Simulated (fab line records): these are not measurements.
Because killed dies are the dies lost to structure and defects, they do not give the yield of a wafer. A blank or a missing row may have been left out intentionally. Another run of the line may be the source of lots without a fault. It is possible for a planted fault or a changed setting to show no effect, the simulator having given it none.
fab line records ; flow n5-finfet
record: lots: 7; wafers: 39
route steps=1938 shown DUMMY_GATE@237 HKMG_FIN@413 MOL_CONTACT_COAG@535
start-h: the number of hours between the record's first day and the start of the first shown wafer of the lot ; wait-h: hours elapsed since this lot's preceding step ; " the same as in the row above ; L1.1+2: a single row standing in for several wafers ; - no value, or no start was given ; * or withheld: withheld ; < > ~ a bound
route shown NAME@n: names a module that has steps shown in the file, with the first one's number in the route ; usual: mean/standard deviation taken from wafers without a fault ; same: alike in all rows ; chamber/n: place in a boat ; sites: the reading at each site ; _std_site: the standard deviation of these ; _edge_site: inner sites' mean taken away from outer sites' mean ; radius-mm: for every site, how far away it sits from the centre of the wafer ; mask NAME#n: copy n ; behind: tool/chamber where the wafer was last shaped ; hold: reason for holding the lot/hours on hold/outcome of the hold ; device: names the non-switching transistor (n, p or np) ; end of line: at the end of the route, the tests of the same wafers ; a step given without rows: its recipe and nothing more ; killed: dies lost to structure and defects at the first sort, not the wafer's yield ; map: the dies of a wafer, with x for killed, . for not killed, _ for no die there
set.NAME: the setting that was run; set.NAME@STEP: the one run at that earlier step ; model.NAME: the simulator's own value behind a step, which no gauge read
lots run with intentionally changed settings; tables by step, rows by wafer
== steps ==
step: N5_DUMMY_GATE_ETCH_37
recipe: chemistry: N2/H2; target: SOC; target-depth-a: 600; overetch-a: 300; temp-c: 40; ion-energy-ev: 200; pressure-mtorr: 30; source-w: 840; bias-w: 150; n2-flow-sccm: 200; h2-flow-sccm: 200
usual: rf-vpp-V: 523.9/2.6
lot.wafer;tool;chamber;start-h;wait-h;set.source-w;rf-vpp-V
L076.1;rie-diel-05;1;58.03;0.0;840;522.4
L076.2;rie-diel-05;3;58.03;0.0;987.2;494.0
L076.3;rie-diel-05;0;58.03;0.0;987.2;501.1
L076.4;rie-diel-05;2;58.03;0.0;987.2;496.0
L076.5;rie-diel-05;0;58.03;0.0;840;528.1
L076.6;rie-diel-05;1;58.03;0.0;840;521.1
L079.1;rie-diel-03;3;75.87;0.0;775.2;539.0
L079.2;rie-diel-03;1;75.87;0.0;775.2;538.5
L079.3;rie-diel-03;0;75.87;0.0;840;525.4
L079.4;rie-diel-03;2;75.87;0.0;775.2;540.3
L079.5;rie-diel-03;3;75.87;0.0;840;524.1
L079.6;rie-diel-03;2;75.87;0.0;840;524.4
L080.1;rie-diel-05;1;84.31;0.0;753.8;541.8
L080.2;rie-diel-05;2;84.31;0.0;840;523.7
L080.3;rie-diel-05;3;84.31;0.0;753.8;538.6
L080.4;rie-diel-05;0;84.31;0.0;840;528.4
L080.5;rie-diel-05;1;84.31;0.0;840;522.9
L080.6;rie-diel-05;0;84.31;0.0;753.8;549.0
L084.1;rie-diel-05;1;105.41;0.0;795.9;530.6
L084.2;rie-diel-05;3;105.41;0.0;840;520.2
L084.3;rie-diel-05;0;105.41;0.0;795.9;536.5
L084.4;rie-diel-05;2;105.41;0.0;840;521.5
L084.5;rie-diel-05;0;105.41;0.0;795.9;535.7
L084.6;rie-diel-05;3;105.41;0.0;840;519.7
L085.1;rie-diel-03;0;116.30;0.0;840;525.2
L085.2;rie-diel-03;3;116.30;0.0;840;523.2
L085.3;rie-diel-03;2;116.30;0.0;779.8;541.0
L085.4;rie-diel-03;3;116.30;0.0;779.8;537.0
L085.5;rie-diel-03;0;116.30;0.0;779.8;537.6
L085.6;rie-diel-03;2;116.30;0.0;840;525.9
L088.1;rie-diel-03;1;130.50;0.0;840;524.7
L088.2;rie-diel-03;2;130.50;0.0;938.2;505.7
L088.3;rie-diel-03;0;130.50;0.0;840;523.6
L088.4;rie-diel-03;3;130.50;0.0;840;523.3
L088.5;rie-diel-03;1;130.50;0.0;938.2;504.9
L088.6;rie-diel-03;2;130.50;0.0;938.2;506.9
L091.1;rie-diel-03;3;187.48;0.0;840;524.0
L091.2;rie-diel-03;1;187.48;0.0;840;524.3
L091.4;rie-diel-03;2;187.48;0.0;840;526.1
step: N5_HKMG_FIN_CVD_62
recipe: material: a-Si; target-thk-a: 30; temp-c: 500; precursor: Si2H6; pressure-torr: 1; time-s: 20.8
lot.wafer;tool;chamber;start-h;wait-h;set.temp-c;model.a-Si_of_HKMG_FIN_CVD_62.thk-nm
L076.1+4+6;thermal-cvd-si-01;1,0,1;84.73;0.2;500;3
L076.2;thermal-cvd-si-01;0;84.73;0.2;508.1;3.6
L076.3;thermal-cvd-si-01;2;84.73;0.2;508.1;4
L076.5;thermal-cvd-si-01;2;84.73;0.2;508.1;3.8
L079.1+6;thermal-cvd-si-02;0;102.50;0.2;500;3
L079.2;thermal-cvd-si-02;1;102.50;0.2;500;3.2
L079.3+5;thermal-cvd-si-02;2,1;102.50;0.2;520.6;5.6
L079.4;thermal-cvd-si-02;2;102.50;0.2;520.6;5.4
L080.1;thermal-cvd-si-01;2;112.14;0.2;500;3.2
L080.2+3;thermal-cvd-si-01;0,1;112.14;0.2;500;3
L080.4+6;thermal-cvd-si-01;1,0;112.14;0.2;508.2;3.8
L080.5;thermal-cvd-si-01;2;112.14;0.2;508.2;4
L084.1+3+4;thermal-cvd-si-01;1,0,1;135.89;0.2;500;3
L084.2+5+6;thermal-cvd-si-01;0,1,0;135.89;0.2;477.2;1.4
L085.1;thermal-cvd-si-02;1;144.59;0.2;485.9;2
L085.2+3+4;thermal-cvd-si-02;2,0,1;144.59;0.2;500;2.8
L085.5+6;thermal-cvd-si-02;0,2;144.59;0.2;485.9;1.8
L088.1;thermal-cvd-si-01;1;157.36;0.2;500;3.2
L088.2+6;thermal-cvd-si-01;0,1;157.36;0.2;500;3
L088.3+4;thermal-cvd-si-01;1,0;157.36;0.2;487.1;2.2
L088.5;thermal-cvd-si-01;0;157.36;0.2;487.1;2
L091.1+2+4;thermal-cvd-si-02;1,2,2;214.66;0.2;500;3
step: N5_HKMG_FIN_ETCH_32
recipe: chemistry: N2/H2; target: SOC; target-depth-a: 2400; temp-c: 40; time-s: 300; ion-energy-ev: 200; mask-material: SiARC; pressure-mtorr: 30; source-w: 840; bias-w: 150; n2-flow-sccm: 200; h2-flow-sccm: 200
lot.wafer;tool;chamber;start-h;wait-h;set.target-depth-a;model.etch.depth-nm;model.HKMG_FIN.feature-depth-nm;model.SiARC_of_HKMG_FIN_COAT_30.thk-nm
L076.1;rie-diel-01;3;86.58;0.0;2125;206.6;206.6;23
L076.2;rie-diel-01;1;86.58;0.0;2400;243.6;243.6;20.8
L076.3;rie-diel-01;2;86.58;0.0;2125;206.7;206.8;23
L076.4;rie-diel-01;0;86.58;0.0;2400;232.1;232;21.8
L076.5;rie-diel-01;3;86.58;0.0;2400;234;234;21.4
L076.6;rie-diel-01;2;86.58;0.0;2125;203.3;203.2;23.2
L079.1;rie-diel-02;1;104.27;0.0;2400;244.8;244.8;21
L079.2;rie-diel-02;3;104.27;0.0;2400;235.7;235.6;21.2
L079.3;rie-diel-02;2;104.27;0.0;2400;241.2;241.2;21.2
L079.4;rie-diel-02;3;104.27;0.0;2400;235;235;21.4
L079.5;rie-diel-02;2;104.27;0.0;2400;240.1;240;21
L079.6;rie-diel-02;1;104.27;0.0;2400;244.8;244.8;20.8
L080.1;rie-diel-04;3;113.88;0.0;2597;267.3;267.2;19.2
L080.2;rie-diel-04;0;113.88;0.0;2597;264.9;265;20
L080.3;rie-diel-04;2;113.88;0.0;2400;238.6;238.6;21.4
L080.4;rie-diel-04;1;113.88;0.0;2400;245.7;245.8;20.8
L080.5;rie-diel-04;2;113.88;0.0;2400;239;239;21.4
L080.6;rie-diel-04;3;113.88;0.0;2597;269;269;19.2
L084.1;rie-diel-02;3;138.09;0.0;2400;236.9;236.8;21.4
L084.2;rie-diel-02;1;138.09;0.0;2400;246.3;246.4;21
L084.3;rie-diel-02;2;138.09;0.0;2400;241.3;241.2;21.4
L084.4+5;rie-diel-02;0;138.09;0.0;2400;235.8;235.8;21.6
L084.6;rie-diel-02;1;138.09;0.0;2400;244.8;244.8;21
L085.1;rie-diel-02;0;146.49;0.0;2304;224.2;224.2;22.2
L085.2;rie-diel-02;1;146.49;0.0;2400;241.9;242;21.2
L085.3;rie-diel-02;3;146.49;0.0;2400;240.3;240.2;21.2
L085.4;rie-diel-02;2;146.49;0.0;2304;232.4;232.4;21.8
L085.5;rie-diel-02;2;146.49;0.0;2400;238.9;238.8;21.6
L085.6;rie-diel-02;1;146.49;0.0;2304;233.9;234;21.8
L088.1;rie-diel-02;0;159.14;0.0;2400;234.7;234.8;21.8
L088.2;rie-diel-02;2;159.14;0.0;2400;241.8;241.8;21.4
L088.3;rie-diel-02;3;159.14;0.0;2400;237.2;237.2;21.4
L088.4;rie-diel-02;1;159.14;0.0;2400;245.2;245.2;21.2
L088.5;rie-diel-02;2;159.14;0.0;2400;243.3;243.2;21.2
L088.6;rie-diel-02;1;159.14;0.0;2400;244.1;244;21.2
L091.1;rie-diel-01;3;216.40;0.0;2400;234.4;234.4;21.2
L091.2;rie-diel-01;1;216.40;0.0;2400;241.3;241.2;21
L091.4;rie-diel-01;2;216.40;0.0;2400;231.4;231.4;21.6
step: N5_HKMG_FIN_ETCH_86
recipe: chemistry: N2/H2; target: SOC; target-depth-a: 3932; stop-on: TiN; ion-energy-ev: 100; bias-w: 61; pressure-mtorr: 30; source-w: 850; n2-flow-sccm: 200; h2-flow-sccm: 200
lot.wafer;tool;chamber;start-h;wait-h;set.target-depth-a;model.SOC_of_HKMG_FIN_COAT_85.thk-nm
L076.1+2+3;rie-diel-02;3,0,1;87.81;-;4172;8.6
L076.4+5;rie-diel-02;2;87.81;-;3932;16.4
L076.6;rie-diel-02;3;87.81;-;3932;17.8
L079.1;rie-diel-02;2;105.50;-;3932;16.8
L079.2+5+6;rie-diel-02;1,2,1;105.50;-;4169;8.6
L079.3+4;rie-diel-02;3;105.50;-;3932;18.2
L080.1+6;rie-diel-04;0;115.10;-;3932;19.6
L080.2;rie-diel-04;2;115.10;-;3618;38.2
L080.3+5;rie-diel-04;1;115.10;-;3618;37.2
L080.4;rie-diel-04;3;115.10;-;3932;20.4
L084.1+6;rie-diel-04;1;139.32;-;3932;14.8
L084.2;rie-diel-04;2;139.32;-;3932;15.8
L084.3;rie-diel-04;3;139.32;-;3932;20.8
L084.4+5;rie-diel-04;0;139.32;-;3932;20
L085.1+5;rie-diel-02;3;147.75;-;3932;18.8
L085.2;rie-diel-02;1;147.75;-;3932;18.6
L085.3;rie-diel-02;2;147.75;-;4220;8.4
L085.4+6;rie-diel-02;0;147.75;-;4220;8.6
L088.1+4+6;rie-diel-04;3,1,1;160.37;-;4127;8.6
L088.2;rie-diel-04;2;160.37;-;3932;16.2
L088.3+5;rie-diel-04;0;160.37;-;3932;20.4
L091.1;rie-diel-01;3;217.67;-;3932;21.4
L091.2;rie-diel-01;0;217.67;-;3932;19.8
L091.4;rie-diel-01;1;217.67;-;3932;16.4
step: N5_MOL_CONTACT_COAG_CONTACT_ETCH_14
recipe: chemistry: C4F6/O2; target: SiO2; target-depth-a: 275; overetch-a: 85; mask-material: SOC; pressure-mtorr: 30; source-w: 370; bias-w: 185; Ar_flow_sccm: 300; C4F6_flow_sccm: 16; O2_flow_sccm: 10; time-s: 20; ion-energy-ev: 259.6
usual: rf-vpp-V: 693.1/2.4
lot.wafer;tool;chamber;start-h;wait-h;set.source-w;rf-vpp-V
L076.1;rie-diel-04;3;101.65;0.0;370;693.6
L076.2;rie-diel-04;2;101.65;0.0;435;665.3
L076.3;rie-diel-04;1;101.65;0.0;370;694.6
L076.4;rie-diel-04;0;101.65;0.0;370;692.4
L076.5;rie-diel-04;0;101.65;0.0;435;651.9
L076.6;rie-diel-04;1;101.65;0.0;435;655.6
L079.1;rie-diel-04;0;117.53;0.0;329.9;710.0
L079.2;rie-diel-04;2;117.53;0.0;370;693.2
L079.3;rie-diel-04;3;117.53;0.0;329.9;717.0
L079.4;rie-diel-04;1;117.53;0.0;370;694.0
L079.5;rie-diel-04;2;117.53;0.0;329.9;723.0
L079.6;rie-diel-04;1;117.53;0.0;370;694.5
L080.1;rie-diel-01;0;126.89;0.0;343.3;708.0
L080.2;rie-diel-01;1;126.89;0.0;370;693.7
L080.3;rie-diel-01;3;126.89;0.0;343.3;714.7
L080.4;rie-diel-01;2;126.89;0.0;370;688.3
L080.5;rie-diel-01;0;126.89;0.0;343.3;707.9
L080.6;rie-diel-01;1;126.89;0.0;370;694.0
L084.1;rie-diel-01;0;151.43;0.0;370;689.0
L084.2;rie-diel-01;1;151.43;0.0;370;693.5
L084.3;rie-diel-01;3;151.43;0.0;318.2;730.5
L084.4;rie-diel-01;2;151.43;0.0;318.2;727.2
L084.5;rie-diel-01;3;151.43;0.0;318.2;731.7
L084.6;rie-diel-01;0;151.43;0.0;370;689.1
L085.1;rie-diel-04;0;159.56;0.0;370;693.5
L085.2;rie-diel-04;2;159.56;0.0;370;693.1
L085.3;rie-diel-04;3;159.56;0.0;328.8;718.5
L085.4;rie-diel-04;1;159.56;0.0;370;693.1
L085.5;rie-diel-04;0;159.56;0.0;328.8;709.2
L085.6;rie-diel-04;3;159.56;0.0;328.8;717.5
L088.1;rie-diel-01;2;172.89;0.0;370;689.3
L088.2;rie-diel-01;0;172.89;0.0;307.9;731.7
L088.3;rie-diel-01;1;172.89;0.0;307.9;734.1
L088.4;rie-diel-01;3;172.89;0.0;370;696.6
L088.5;rie-diel-01;0;172.89;0.0;370;687.4
L088.6;rie-diel-01;1;172.89;0.0;307.9;735.1
L091.1;rie-diel-02;3;228.62;0.0;370;693.4
L091.2;rie-diel-02;2;228.62;0.0;370;695.0
L091.4;rie-diel-02;0;228.62;0.0;370;694.4
step: N5_MOL_CONTACT_COAG_VIA_ETCH_117
recipe: chemistry: C4F6/O2; target-depth-a: 400; overetch-a: 80; mask-material: SOC; target: SiO2; bias-w: 455; pressure-mtorr: 10; time-s: 26; source-w: 325; Ar_flow_sccm: 300; C4F6_flow_sccm: 10; O2_flow_sccm: 10; ion-energy-ev: 575.3; ends: end-point
usual: rf-vpp-V: 1585/26
lot.wafer;tool;chamber;start-h;wait-h;set.bias-w;rf-vpp-V
L076.1;rie-diel-01;3;113.33;0.0;455;1611
L076.2;rie-diel-01;1;113.33;0.0;455;1617
L076.3;rie-diel-01;0;113.33;0.0;481.4;1624
L076.4;rie-diel-01;2;113.33;0.0;481.4;1656
L076.5;rie-diel-01;0;113.33;0.0;455;1559
L076.6;rie-diel-01;3;113.33;0.0;481.4;1680
L079.1;rie-diel-01;0;130.92;0.0;455;1558
L079.2;rie-diel-01;2;130.92;0.0;391.5;1418
L079.3;rie-diel-01;3;130.92;0.0;391.5;1439
L079.4;rie-diel-01;1;130.92;0.0;455;1615
L079.5;rie-diel-01;1;130.92;0.0;455;1615
L079.6;rie-diel-01;0;130.92;0.0;391.5;1391
L080.1;rie-diel-01;1;138.95;0.0;371.7;1387
L080.2;rie-diel-01;2;138.95;0.0;455;1587
L080.3;rie-diel-01;0;138.95;0.0;371.7;1336
L080.4;rie-diel-01;3;138.95;0.0;371.7;1383
L080.5;rie-diel-01;3;138.95;0.0;455;1612
L080.6;rie-diel-01;2;138.95;0.0;455;1588
L084.1;rie-diel-04;0;163.90;0.0;455;1542
L084.2;rie-diel-04;1;163.90;0.0;455;1582
L084.3;rie-diel-04;2;163.90;0.0;375;1364
L084.4;rie-diel-04;3;163.90;0.0;375;1402
L084.5;rie-diel-04;0;163.90;0.0;455;1542
L084.6;rie-diel-04;3;163.90;0.0;375;1401
L085.1;rie-diel-01;3;170.82;0.0;525.8;1792
L085.2;rie-diel-01;2;170.82;0.0;525.8;1767
L085.3;rie-diel-01;0;170.82;0.0;455;1558
L085.4;rie-diel-01;1;170.82;0.0;455;1614
L085.5;rie-diel-01;0;170.82;0.0;455;1557
L085.6;rie-diel-01;3;170.82;0.0;525.8;1792
L088.1;rie-diel-01;3;185.48;0.0;498.3;1725
L088.2;rie-diel-01;1;185.48;0.0;455;1615
L088.3;rie-diel-01;2;185.48;0.0;498.3;1699
L088.4;rie-diel-01;0;185.48;0.0;455;1557
L088.5;rie-diel-01;3;185.48;0.0;498.3;1723
L088.6;rie-diel-01;0;185.48;0.0;455;1557
L091.1;rie-diel-01;3;239.70;0.0;455;1609
L091.2;rie-diel-01;1;239.70;0.0;455;1614
L091.4;rie-diel-01;2;239.70;0.0;455;1585
== key ==
split: step: N5_DUMMY_GATE_ETCH_37; setting: source-w; stated: 840; by: wafer
response: step: N5_DUMMY_GATE_ETCH_37; reading: rf-vpp-V; change: -1.67; per: 1%; r: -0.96
split: step: N5_HKMG_FIN_CVD_62; setting: temp-c; stated: 500; by: wafer
response: step: N5_HKMG_FIN_CVD_62; reading: model.a-Si_of_HKMG_FIN_CVD_62.thk-nm; change: +0.435; per: 1%; r: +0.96
split: step: N5_HKMG_FIN_ETCH_32; setting: target-depth-a; stated: 2400; by: wafer
response: step: N5_HKMG_FIN_ETCH_32; reading: model.etch.depth-nm; change: +2.84; per: 1%; r: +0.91
response: step: N5_HKMG_FIN_ETCH_32; reading: model.HKMG_FIN.feature-depth-nm; change: +2.84; per: 1%; r: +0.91
response: step: N5_HKMG_FIN_ETCH_32; reading: model.SiARC_of_HKMG_FIN_COAT_30.thk-nm; change: -0.17; per: 1%; r: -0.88
split: step: N5_HKMG_FIN_ETCH_86; setting: target-depth-a; stated: 3932; by: wafer
response: step: N5_HKMG_FIN_ETCH_86; reading: model.SOC_of_HKMG_FIN_COAT_85.thk-nm; change: -1.73; per: 1%; r: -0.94
split: step: N5_MOL_CONTACT_COAG_CONTACT_ETCH_14; setting: source-w; stated: 370; by: wafer
response: step: N5_MOL_CONTACT_COAG_CONTACT_ETCH_14; reading: rf-vpp-V; change: -2.33; per: 1%; r: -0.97
split: step: N5_MOL_CONTACT_COAG_VIA_ETCH_117; setting: bias-w; stated: 455; by: wafer
response: step: N5_MOL_CONTACT_COAG_VIA_ETCH_117; reading: rf-vpp-V; change: +12; per: 1%; r: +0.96
